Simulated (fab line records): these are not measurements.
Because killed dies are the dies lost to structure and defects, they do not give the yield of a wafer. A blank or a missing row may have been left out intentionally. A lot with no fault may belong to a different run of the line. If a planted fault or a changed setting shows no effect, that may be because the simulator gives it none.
Which of the tools did it? :: flow n5_finfet :: 9 lots with 27 wafers sampled at 7 steps, on a route of 1938 steps

== WHAT THE GAUGES READ, wafer by wafer ==
N5_BEOL_M4_RC_MEAS_101. Usual: DIBL_N 36.0 mV/V, standard deviation 1.6; DIBL_P 35.8 mV/V, standard deviation 2; IOFF_N 0.152 nA/um, standard deviation 0.03; IOFF_P 0.20 nA/um, standard deviation 0.031; ION_N 670 uA/um, standard deviation 12; ION_P 459 uA/um, standard deviation 7.4; SS_N 71.5 mV/dec, standard deviation 0.56; SS_P 73.2 mV/dec, standard deviation 0.64; VT_N 251 mV, standard deviation 3.5; VT_P -252 mV, standard deviation 3.3.
lot: L598
measured: day 9 11:49
on: prober-02
DIBL_N (mV/V): 36.7 36.7 33.5
DIBL_P (mV/V): 35.8 35.5 31.3
IOFF_N (nA/um): 0.154 0.141 0.101
IOFF_P (nA/um): 0.20 0.19 0.15
ION_N (uA/um): 674 657 650
ION_P (uA/um): 462 454 450
SS_N (mV/dec): 72.0 71.0 71.0
SS_P (mV/dec): 73.0 73.0 72.1
VT_N (mV): 251 254 255
VT_P (mV): -253 -254 -256
flag: 

lot: L606
measured: day 11 07:01
on: prober-01
DIBL_N (mV/V): 33.3 34.2 36.2
DIBL_P (mV/V): 33.0 35.2 38.0
IOFF_N (nA/um): 0.110 0.129 0.170
IOFF_P (nA/um): 0.16 0.19 0.23
ION_N (uA/um): 659 661 678
ION_P (uA/um): 457 457 463
SS_N (mV/dec): 71.8 71.1 71.6
SS_P (mV/dec): 72.7 73.3 73.7
VT_N (mV): 253 252 249
VT_P (mV): -254 -252 -247
flag: 

lot: L607
measured: day 11 12:44
on: prober-02
DIBL_N (mV/V): 35.8 35.1 36.3
DIBL_P (mV/V): 35.9 35.9 36.2
IOFF_N (nA/um): 0.134 0.132 0.141
IOFF_P (nA/um): 0.17 0.18 0.17
ION_N (uA/um): 677 669 662
ION_P (uA/um): 452 467 451
SS_N (mV/dec): 71.8 71.2 71.6
SS_P (mV/dec): 72.7 72.4 73.2
VT_N (mV): 252 252 253
VT_P (mV): -258 -256 -258
flag: 

lot: L608
measured: day 12 11:36
on: prober-01
DIBL_N (mV/V): 36.2 38.6 37.3
DIBL_P (mV/V): 35.1 38.0 37.2
IOFF_N (nA/um): 0.121 0.185 0.154
IOFF_P (nA/um): 0.17 0.22 0.21
ION_N (uA/um): 644 681 669
ION_P (uA/um): 446 456 456
SS_N (mV/dec): 71.9 72.4 72.3
SS_P (mV/dec): 72.7 73.0 73.1
VT_N (mV): 260 249 253
VT_P (mV): -257 -249 -252
flag: 

lot: L611
measured: day 12 21:17
on: prober-01
DIBL_N (mV/V): 34.8 37.0 37.5
DIBL_P (mV/V): 36.5 39.1 39.4
IOFF_N (nA/um): 0.157 0.203 0.224
IOFF_P (nA/um): 0.21 0.26 0.26
ION_N (uA/um): 672 695 686
ION_P (uA/um): 461 470 466
SS_N (mV/dec): 71.3 71.8 72.0
SS_P (mV/dec): 72.7 73.6 73.6
VT_N (mV): 249 245 243
VT_P (mV): -250 -246 -248
flag: 

lot: L615
measured: day 13 06:11
on: prober-02
DIBL_N (mV/V): 35.6 35.3 36.1
DIBL_P (mV/V): 35.8 35.7 35.7
IOFF_N (nA/um): 0.151 0.146 0.150
IOFF_P (nA/um): 0.20 0.20 0.20
ION_N (uA/um): 687 674 673
ION_P (uA/um): 469 461 459
SS_N (mV/dec): 71.3 70.9 71.2
SS_P (mV/dec): 73.7 73.4 72.6
VT_N (mV): 250 248 249
VT_P (mV): -250 -251 -249
flag: 

lot: L618
measured: day 14 03:56
on: prober-02
DIBL_N (mV/V): 35.4 35.7 38.8
DIBL_P (mV/V): 35.1 37.0 40.0
IOFF_N (nA/um): 0.126 0.139 0.190
IOFF_P (nA/um): 0.16 0.18 0.23
ION_N (uA/um): 651 671 671
ION_P (uA/um): 441 461 449
SS_N (mV/dec): 71.2 71.3 72.2
SS_P (mV/dec): 72.9 73.1 74.8
VT_N (mV): 253 253 247
VT_P (mV): -254 -252 -251
flag: 

lot: L617
measured: day 14 16:58
on: prober-02
DIBL_N (mV/V): 35.5 36.1 35.4
DIBL_P (mV/V): 33.7 34.1 33.8
IOFF_N (nA/um): 0.136 0.144 0.135
IOFF_P (nA/um): 0.21 0.21 0.20
ION_N (uA/um): 674 661 664
ION_P (uA/um): 473 459 459
SS_N (mV/dec): 70.9 71.4 71.3
SS_P (mV/dec): 72.8 73.5 73.4
VT_N (mV): 254 251 251
VT_P (mV): -250 -246 -247
flag: 

lot: L619
measured: day 15 06:46
on: prober-01
DIBL_N (mV/V): 35.3 35.7 37.0
DIBL_P (mV/V): 36.1 36.1 37.1
IOFF_N (nA/um): 0.156 0.171 0.177
IOFF_P (nA/um): 0.23 0.22 0.23
ION_N (uA/um): 681 677 676
ION_P (uA/um): 467 468 465
SS_N (mV/dec): 71.0 71.2 71.9
SS_P (mV/dec): 73.7 74.0 74.4
VT_N (mV): 248 249 251
VT_P (mV): -249 -250 -250
flag: 

N5_BEOL_M9_THK_MEAS_53: measures by xrf. Usual: M9_THK typically reads 138 nm, with standard deviation 3.3.
lot: L598
measured: day 11 14:37
on: film_metro-01
M9_THK (nm): 135 139 136
flag: 

lot: L606
measured: day 13 09:17
on: film_metro-01
M9_THK (nm): 139 143 133
flag: 

lot: L607
measured: day 13 13:54
on: film_metro-02
M9_THK (nm): 141 141 137
flag: 

lot: L608
measured: day 14 09:07
on: film_metro-01
M9_THK (nm): 139 135 142
flag: 

lot: L611
measured: day 14 23:49
on: film_metro-01
M9_THK (nm): 139 135 139
flag: 

lot: L615
measured: day 15 03:52
on: film_metro-01
M9_THK (nm): 140 136 143
flag: 

lot: L618
measured: day 16 08:22
on: film_metro-02
M9_THK (nm): 137 136 137
flag: 

lot: L617
measured: day 16 20:38
on: film_metro-01
M9_THK (nm): 143 135 137
flag: 

lot: L619
measured: day 17 16:19
on: film_metro-02
M9_THK (nm): 135 139 135
flag: 

N5_BEOL_M10_OVL_MEAS_12. Usual: M10_OVL typically reads -0.5 nm, with standard deviation 0.88.
lot: L598
measured: day 11 18:40
on: overlay-01
M10_OVL (nm): 0.3 0.7 1.0
flag: 

lot: L606
measured: day 13 12:29
on: overlay-01
M10_OVL (nm): -0.1 0.0 0.4
flag: 

lot: L607
measured: day 13 16:22
on: overlay-02
M10_OVL (nm): -1.3 -1.0 -0.3
flag: 

lot: L608
measured: day 14 12:47
on: overlay-02
M10_OVL (nm): -0.8 -1.1 -2.6
flag: 

lot: L611
measured: day 15 02:57
on: overlay-01
M10_OVL (nm): -1.1 -1.0 0.0
flag: 

lot: L615
measured: day 15 06:35
on: overlay-02
M10_OVL (nm): 0.1 1.6 0.9
flag: 

lot: L618
measured: day 16 13:26
on: overlay-01
M10_OVL (nm): -0.3 -0.8 -1.0
flag: 

lot: L617
measured: day 16 22:55
on: overlay-01
M10_OVL (nm): -0.7 -0.9 -0.6
flag: 

lot: L619
measured: day 17 19:13
on: overlay-02
M10_OVL (nm): 0.1 -0.5 -0.4
flag: 

N5_BEOL_M10_CD_MEAS_18: pitch 140 nm, target cd 70 nm. Usual: 69.7 nm for cd_nm, sd 0.63.
lot: L598
measured: day 11 19:14
on: cd_sem-03
cd_nm (nm): 69.6 69.1 70.2
flag: 

lot: L606
measured: day 13 13:00
on: cd_sem-02
cd_nm (nm): 70.9 70.1 69.5
flag: 

lot: L607
measured: day 13 17:19
on: cd_sem-02
cd_nm (nm): 70.7 70.0 70.1
flag: 

lot: L608
measured: day 14 13:29
on: cd_sem-01
cd_nm (nm): 68.5 69.9 69.8
flag: 

lot: L611
measured: day 15 03:28
on: cd_sem-01
cd_nm (nm): 69.5 71.0 70.0
flag: 

lot: L615
measured: day 15 07:36
on: cd_sem-01
cd_nm (nm): 71.1 69.6 69.2
flag: 

lot: L618
measured: day 16 13:59
on: cd_sem-02
cd_nm (nm): 69.0 69.6 68.9
flag: 

lot: L617
measured: day 16 23:36
on: cd_sem-02
cd_nm (nm): 69.7 68.9 71.0
flag: 

lot: L619
measured: day 17 19:52
on: cd_sem-01
cd_nm (nm): 69.4 69.7 69.4
flag: 

N5_BEOL_M10_OCD_MEAS_38. Usual: 148.0 nm for trench_depth_nm, sd 2.6.
lot: L598
measured: day 11 20:29
on: ocd-01
trench_depth_nm (nm): 147.5 150.5 148.1
flag: 

lot: L606
measured: day 13 15:42
on: ocd-02
trench_depth_nm (nm): - - -
flag: OFF

lot: L607
measured: day 13 21:43
on: ocd-02
trench_depth_nm (nm): - - -
flag: OFF

lot: L608
measured: day 14 14:38
on: ocd-01
trench_depth_nm (nm): - - -
flag: OFF

lot: L611
measured: day 15 06:00
on: ocd-02
trench_depth_nm (nm): 144.7 145.5 146.5
flag: 

lot: L615
measured: day 15 09:19
on: ocd-01
trench_depth_nm (nm): 149.9 148.0 149.1
flag: 

lot: L618
measured: day 16 18:38
on: ocd-01
trench_depth_nm (nm): 145.0 146.8 151.4
flag: 

lot: L617
measured: day 17 01:29
on: ocd-01
trench_depth_nm (nm): 144.8 148.8 145.0
flag: 

lot: L619
measured: day 17 20:45
on: ocd-02
trench_depth_nm (nm): 147.1 151.8 144.0
flag: 

== WHAT TOOL EACH LOT RAN ON (gives the tool, then ch and the chambers of the sampled wafers, and finally the start) ==
lot: L598
N5_BEOL_M10_STRIP_67: rie_diel-05 ch 1,2,3, day 11 19:01
N5_BEOL_M10_VIA_ETCH_34: rie_diel-02 ch 2,3, day 11 20:11

lot: L606
N5_BEOL_M10_STRIP_67: rie_diel-06 ch 0,2,3, day 13 12:47
N5_BEOL_M10_VIA_ETCH_34: rie_diel-06 ch 0,1,2, day 13 15:25

lot: L607
N5_BEOL_M10_STRIP_67: rie_diel-05 ch 0,3, day 13 16:47
N5_BEOL_M10_VIA_ETCH_34: rie_diel-06 ch 0,3, day 13 21:26

lot: L608
N5_BEOL_M10_STRIP_67: rie_diel-05 ch 2,3, day 14 13:05
N5_BEOL_M10_VIA_ETCH_34: rie_diel-06 ch 0,1, day 14 14:21

lot: L611
N5_BEOL_M10_STRIP_67: rie_diel-02 ch 0,3, day 15 03:14
N5_BEOL_M10_VIA_ETCH_34: rie_diel-06 ch 1,3, day 15 05:43

lot: L615
N5_BEOL_M10_STRIP_67: rie_diel-05 ch 0,1,3, day 15 07:22
N5_BEOL_M10_VIA_ETCH_34: rie_diel-02 ch 0,1,3, day 15 09:02

lot: L618
N5_BEOL_M10_STRIP_67: rie_diel-06 ch 1,2,3, day 16 13:44
N5_BEOL_M10_VIA_ETCH_34: rie_diel-05 ch 0,1,3, day 16 18:22

lot: L617
N5_BEOL_M10_STRIP_67: rie_diel-05 ch 0,2,3, day 16 23:23
N5_BEOL_M10_VIA_ETCH_34: rie_diel-06 ch 0,3, day 17 01:12

lot: L619
N5_BEOL_M10_STRIP_67: rie_diel-06 ch 0,1, day 17 19:37
N5_BEOL_M10_VIA_ETCH_34: rie_diel-05 ch 1,2,3, day 17 20:28
- N5_BEOL_M10_STRIP_67: strips in CF4.
- N5_BEOL_M10_VIA_ETCH_34: etches SiCOH lowk in C4F6/O2, target depth 184.5 nm, time 69.2 s.

== AS READ BY THE TOOLS THEMSELVES (means over the sampled wafers that have a number; for cases with no such wafer, the mark the record gives instead) ==
N5_BEOL_M10_STRIP_67. Usual: bias_power_w is 75.02 W with standard deviation 0.22, cf4_flow_sccm is 150.0 sccm with standard deviation 0.45, drypump_motor_current_A is 5.7 A with standard deviation 0.45, oes_product_au is 0.79 a.u. with standard deviation 0.084, rf_vpp_V is 271.3 V with standard deviation 1.3, showerhead_plenum_p_Torr is 1.80 Torr with standard deviation 0.043, and throttle_valve_pct is 13.60 % with standard deviation 0.23.
lot: L598
tool: rie_diel-05
bias_power_w (W): 75.00
cf4_flow_sccm (sccm): 150.0
drypump_motor_current_A (A): 5.4
oes_product_au (a.u.): 0.74
rf_vpp_V (V): 269.9
showerhead_plenum_p_Torr (Torr): 1.79
throttle_valve_pct (%): 13.66
flag: 

lot: L606
tool: rie_diel-06
bias_power_w (W): -
cf4_flow_sccm (sccm): -
drypump_motor_current_A (A): -
oes_product_au (a.u.): -
rf_vpp_V (V): -
showerhead_plenum_p_Torr (Torr): -
throttle_valve_pct (%): -
flag: OFF

lot: L607
tool: rie_diel-05
bias_power_w (W): -
cf4_flow_sccm (sccm): -
drypump_motor_current_A (A): -
oes_product_au (a.u.): -
rf_vpp_V (V): -
showerhead_plenum_p_Torr (Torr): -
throttle_valve_pct (%): -
flag: OFF

lot: L608
tool: rie_diel-05
bias_power_w (W): -
cf4_flow_sccm (sccm): -
drypump_motor_current_A (A): -
oes_product_au (a.u.): -
rf_vpp_V (V): -
showerhead_plenum_p_Torr (Torr): -
throttle_valve_pct (%): -
flag: OFF

lot: L611
tool: rie_diel-02
bias_power_w (W): 74.93
cf4_flow_sccm (sccm): 150.0
drypump_motor_current_A (A): 6.0
oes_product_au (a.u.): 0.84
rf_vpp_V (V): 273.5
showerhead_plenum_p_Torr (Torr): 1.87
throttle_valve_pct (%): 13.58
flag: 

lot: L615
tool: rie_diel-05
bias_power_w (W): 75.14
cf4_flow_sccm (sccm): 149.7
drypump_motor_current_A (A): 5.6
oes_product_au (a.u.): 0.72
rf_vpp_V (V): 270.9
showerhead_plenum_p_Torr (Torr): 1.78
throttle_valve_pct (%): 13.76
flag: 

lot: L618
tool: rie_diel-06
bias_power_w (W): 75.03
cf4_flow_sccm (sccm): 150.1
drypump_motor_current_A (A): 6.0
oes_product_au (a.u.): 0.82
rf_vpp_V (V): 270.8
showerhead_plenum_p_Torr (Torr): 1.79
throttle_valve_pct (%): 13.56
flag: 

lot: L617
tool: rie_diel-05
bias_power_w (W): 75.08
cf4_flow_sccm (sccm): 150.2
drypump_motor_current_A (A): 5.7
oes_product_au (a.u.): 0.78
rf_vpp_V (V): 271.0
showerhead_plenum_p_Torr (Torr): 1.77
throttle_valve_pct (%): 13.56
flag: 

lot: L619
tool: rie_diel-06
bias_power_w (W): 75.00
cf4_flow_sccm (sccm): 150.3
drypump_motor_current_A (A): 5.7
oes_product_au (a.u.): 0.77
rf_vpp_V (V): 271.7
showerhead_plenum_p_Torr (Torr): 1.82
throttle_valve_pct (%): 13.57
flag: 

N5_BEOL_M10_VIA_ETCH_34. Usual: drypump_motor_current_A 5.7 A, standard deviation 0.41; oes_f_703_au 0.79 a.u., standard deviation 0.082; oes_product_au 0.79 a.u., standard deviation 0.089; rf_vpp_V 661 V, standard deviation 12; showerhead_plenum_p_Torr 2.85 Torr, standard deviation 0.054; throttle_valve_pct 20.87 %, standard deviation 0.15.
lot: L598
tool: rie_diel-02
drypump_motor_current_A (A): 6.0
oes_f_703_au (a.u.): 0.83
oes_product_au (a.u.): 0.83
rf_vpp_V (V): 655
showerhead_plenum_p_Torr (Torr): 2.91
throttle_valve_pct (%): 20.79
flag: 

lot: L606
tool: rie_diel-06
drypump_motor_current_A (A): 5.9
oes_f_703_au (a.u.): 0.76
oes_product_au (a.u.): 0.29
rf_vpp_V (V): 672
showerhead_plenum_p_Torr (Torr): 2.85
throttle_valve_pct (%): 20.70
flag: OFF

lot: L607
tool: rie_diel-06
drypump_motor_current_A (A): 5.8
oes_f_703_au (a.u.): 0.75
oes_product_au (a.u.): 0.28
rf_vpp_V (V): 656
showerhead_plenum_p_Torr (Torr): 2.82
throttle_valve_pct (%): 20.78
flag: OFF

lot: L608
tool: rie_diel-06
drypump_motor_current_A (A): 5.7
oes_f_703_au (a.u.): 0.81
oes_product_au (a.u.): 0.30
rf_vpp_V (V): 664
showerhead_plenum_p_Torr (Torr): 2.87
throttle_valve_pct (%): 20.62
flag: OFF

lot: L611
tool: rie_diel-06
drypump_motor_current_A (A): 5.8
oes_f_703_au (a.u.): 0.74
oes_product_au (a.u.): 0.71
rf_vpp_V (V): 651
showerhead_plenum_p_Torr (Torr): 2.83
throttle_valve_pct (%): 20.92
flag: 

lot: L615
tool: rie_diel-02
drypump_motor_current_A (A): 5.5
oes_f_703_au (a.u.): 0.87
oes_product_au (a.u.): 0.86
rf_vpp_V (V): 660
showerhead_plenum_p_Torr (Torr): 2.88
throttle_valve_pct (%): 20.77
flag: 

lot: L618
tool: rie_diel-05
drypump_motor_current_A (A): 5.6
oes_f_703_au (a.u.): 0.72
oes_product_au (a.u.): 0.71
rf_vpp_V (V): 658
showerhead_plenum_p_Torr (Torr): 2.81
throttle_valve_pct (%): 21.03
flag: 

lot: L617
tool: rie_diel-06
drypump_motor_current_A (A): 5.8
oes_f_703_au (a.u.): 0.73
oes_product_au (a.u.): 0.72
rf_vpp_V (V): 656
showerhead_plenum_p_Torr (Torr): 2.81
throttle_valve_pct (%): 20.98
flag: 

lot: L619
tool: rie_diel-05
drypump_motor_current_A (A): 5.4
oes_f_703_au (a.u.): 0.78
oes_product_au (a.u.): 0.76
rf_vpp_V (V): 657
showerhead_plenum_p_Torr (Torr): 2.81
throttle_valve_pct (%): 20.86
flag: 

== THE ANSWER, worked out from the rows above alone ==
Rule: a lot counts as off when the mean over its wafers that have a number is more than 3 standard deviations away from the usual mean. A lot without any number at a reading at which 4 lots or more have one is off too. Any other lot the step has rows for is counted as sound. After the gauges, taken in route order, come the tools' own readings; for these a lot's mean is taken, as printed above. At the first step where some lot is off, the reading lying furthest off is the one used; lots without a number count as furthest.
Off: L606, L607, L608 (N5_BEOL_M10_OCD_MEAS_38, trench_depth_nm). Without a number there: L606, L607, L608.
A tool fits if, at a process step before that reading, it ran every lot that is off, and no sound lot after the first of them. Not tried: the gauges at N5_BEOL_M10_OCD_MEAS_38; whatever is off there is also off at N5_BEOL_M10_STRIP_67, on other tools, and gauge error can't account for it. Not one of the candidates tried fits.

== WHAT THE SIMULATOR HAD PUT IN ==
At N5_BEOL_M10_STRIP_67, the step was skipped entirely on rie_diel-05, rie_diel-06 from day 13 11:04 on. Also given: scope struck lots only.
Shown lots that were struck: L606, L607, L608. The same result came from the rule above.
